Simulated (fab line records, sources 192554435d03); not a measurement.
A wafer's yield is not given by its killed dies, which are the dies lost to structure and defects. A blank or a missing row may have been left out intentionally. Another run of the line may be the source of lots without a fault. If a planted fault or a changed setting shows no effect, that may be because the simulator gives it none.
Matching of chambers -- flow n5 finfet -- N5_MOL_CONTACT_COAG_ETCH_89 on rie diel-03 has 4 sister chambers
The step etches underlayer in N2/H2, target depth 13 nm, time 10.4 s. 16 wafers are shown with their chamber, then 8 later ones without.

## WAFERS, EACH WITH ITS CHAMBER
wafer,chamber,showerhead plenum p Torr (Torr),drypump motor current A (A),throttle valve pct (%)
L075.3,2,2.68,5.6,17.84
L075.5,1,2.70,5.8,17.39
L075.6,2,2.68,5.6,17.85
L077.1,1,2.70,5.8,17.39
L077.5,2,2.68,5.6,17.86
L077.6,3,2.41,5.1,17.98
L080.1,0,2.62,6.0,18.18
L080.2,1,2.70,5.8,17.41
L080.5,3,2.41,5.1,17.99
L086.1,3,2.41,5.1,18.02
L086.3,1,2.69,5.8,17.42
L086.4,2,2.67,5.7,17.91
L087.3,1,2.69,5.8,17.42
L087.5,3,2.41,5.1,17.99
L087.6,2,2.67,5.7,17.91
L091.1,2,2.66,5.7,17.92

SIGNATURES, as means of the wafers listed above
reading,chamber 0,chamber 1,chamber 2,chamber 3,scatter within a chamber
showerhead plenum p Torr,2.6200,2.6960,2.6733,2.4100,0.00615
drypump motor current A,6.000,5.800,5.650,5.100,0.0354
throttle valve pct,18.1800,17.4060,17.8817,17.9950,0.026
Rule: a wafer lies at a distance from a chamber equal to the root of the sum of squares, over the readings, of (its reading less the chamber's mean, divided by the reading's scatter). If the next closest chamber is less than 2 further off than the closest, the wafer can't be placed; otherwise it belongs to the closest. The scatter: the root of (the sum of the squares of (reading less its chamber's mean) over the shown wafers, divided by (wafers less chambers)).

## WAFERS MISSING THEIR CHAMBER
wafer,showerhead plenum p Torr (Torr),drypump motor current A (A),throttle valve pct (%)
L091.4,2.69,5.8,17.47
L091.5,2.40,5.1,18.02
L096.1,2.68,5.8,17.47
L096.3,2.61,6.0,18.25
L096.5,2.66,5.7,17.93
L097.2,2.68,5.8,17.48
L097.4,2.40,5.1,18.03
L097.6,2.40,5.1,18.04

## THE CHAMBER EACH PASSED THROUGH
wafer,from the rows above,in truth
L091.4,1,1
L091.5,3,3
L096.1,1,1
L096.3,0,0
L096.5,2,2
L097.2,1,1
L097.4,3,3
L097.6,3,3
Correct placement for 8 of the 8. Left unplaced by these rows: 0. Wrongly placed: 0.
